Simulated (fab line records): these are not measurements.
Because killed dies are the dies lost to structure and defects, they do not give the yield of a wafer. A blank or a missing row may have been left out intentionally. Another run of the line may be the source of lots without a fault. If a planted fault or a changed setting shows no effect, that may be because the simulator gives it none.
8D (eight disciplines) problem report, filled in by code    flow n5-finfet    the parts of the form that need people (team, actions taken, sign-off) are left out

1. WHAT WENT WRONG
Wafers without a fault read 1500.0 rpm, standard deviation 1; spin-speed-rpm at N5_BEOL_M10_COAT_63 reads a mean of 1813.5 rpm on 6 wafers belonging to 2 lots. So: +99 or more standard deviations from the usual mean.
The step: time 60 s, resist thk 100 nm.
First seen on wafer L583.1, day 13 16:50, on litho-track-05. The record has a number at this step for 33 wafers belonging to 11 lots. Rule for "out", or "out of limits": more than 4 standard deviations from the usual mean. The other wafers with a number count as sound.

2. WHAT IT IS; WHAT IT IS NOT
question                     is                      is not
which readings at this step  spin-speed-rpm          -
which lots                   L583, L587              L570, L571, L573, L576, L577, L586, L589, L590, L592
which wafers of those lots   all that have a number  -
read on which tools          litho-track-05          litho-track-01, litho-track-04
when                         from day 13 16:50       up to then (15 sound wafers); but 12 sound wafers of L586, L589, L590, L592 came after

3. SUSPECTS, AND WHAT RULES EACH OUT
Counting: a tool at any process step up to the reading remains a suspect when it ran all the lots that are out and ran no sound lot after the first of those.
- pecvd-03 at N5_BEOL_M9_DEP_56 (deposits SiCN from 3MS/NH3, target thk 15 nm, time 26.5 s): ruled out as a lasting fault. Following L583 (day 13 13:16), the first lot on it that is out, the sound lots L586, L592 were run on it.
- litho-track-05 at N5_BEOL_M10_COAT_63 (time 60 s, resist thk 100 nm): kept. It processed each lot that is out, first L583 at day 13 16:50, and no sound lot thereafter; up to then, the last sound lot it processed was L577 at day 12 01:06. Its own spin-speed-rpm readings are out on those wafers.
After counting, what remains is litho-track-05 at N5_BEOL_M10_COAT_63.

4. THE CAUSE (what the simulator had put in)
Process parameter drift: litho-track-05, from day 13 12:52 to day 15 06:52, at N5_BEOL_M10_COAT_63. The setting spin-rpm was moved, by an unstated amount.
Counting left only this tool.

5. THE CHAIN OF EFFECTS, in route order
Each row: a reading where the mean over the struck wafers with a number is more than 3 standard deviations away from the usual. Scope: only readings with a usual standard deviation given in the record; hours: median across lots of the time from each lot's start at the first step in this table that gives one to its start at this step; sigmas: change in usual standard deviations.
hours  step                 reading         usual       on struck wafers  change  sigmas
0      N5_BEOL_M10_COAT_63  spin-speed-rpm  1500.0 rpm  1813.5            +313.5  +99 or more
It contains these process steps:
- N5_BEOL_M10_COAT_63: time 60 s, resist thk 100 nm.

6. WHAT WOULD HAVE CAUGHT IT SOONER
In this record the first reading out of limits was taken at day 13 16:50, 4 hours after the fault began at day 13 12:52.
